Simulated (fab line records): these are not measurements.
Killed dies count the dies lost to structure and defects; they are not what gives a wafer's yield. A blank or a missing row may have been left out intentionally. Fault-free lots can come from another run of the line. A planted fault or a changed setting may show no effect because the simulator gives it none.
Matching of chambers | flow n5Finfet | N5_BEOL_M9_PECVD_70 on pecvd-04: 3 sister chambers
The step deposits SiO2 from TEOS/O2, target thk 20 nm, time 22.7 s. 6 wafers are shown with their chamber, then 7 later ones without.

== WAFERS PAIRED WITH THEIR CHAMBERS ==
wafer  | chamber | throttleValvePct (%) | showerheadPlenumPTorr (Torr)
L088.2 | 1       | 21.4                 | 8.82
L090.2 | 2       | 21.4                 | 8.74
L090.3 | 0       | 22.9                 | 8.72
L090.5 | 1       | 21.5                 | 8.80
L094.2 | 2       | 21.5                 | 8.77
L094.3 | 0       | 22.7                 | 8.73

== WAFERS WITH NO CHAMBER GIVEN ==
wafer  | throttleValvePct (%) | showerheadPlenumPTorr (Torr)
L094.5 | 22.9                 | 8.72
L097.3 | 22.9                 | 8.72
L097.5 | 21.5                 | 8.80
L097.6 | 22.8                 | 8.73
L091.3 | 21.7                 | 8.81
L091.4 | 21.6                 | 8.75
L091.5 | 21.3                 | 8.82

== EACH ONE'S CHAMBER ==
wafer  | from the rows above     | in truth
L094.5 | 0                       | 0
L097.3 | 0                       | 0
L097.5 | 1                       | 1
L097.6 | 0                       | 0
L091.3 | can't be placed: 1 or 2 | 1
L091.4 | 2                       | 2
L091.5 | 1                       | 1
Correct placement for 6 of the 7. Can't be placed from these rows: 1 (the true chamber is among the candidates in 1). Wrongly placed: 0.
How it was worked out, from the rows above alone: a wafer's distance from a chamber is the root of the sum, over the readings, of the square of ((its reading less the chamber's mean) divided by the reading's scatter). The wafer belongs to the nearest chamber; if the next one is less than 2 further off, it can't be placed. The mean given for a chamber averages the wafers shown for that chamber. The scatter: the root of (the sum of the squares of (reading less its chamber's mean) over the shown wafers, divided by (wafers less chambers)).
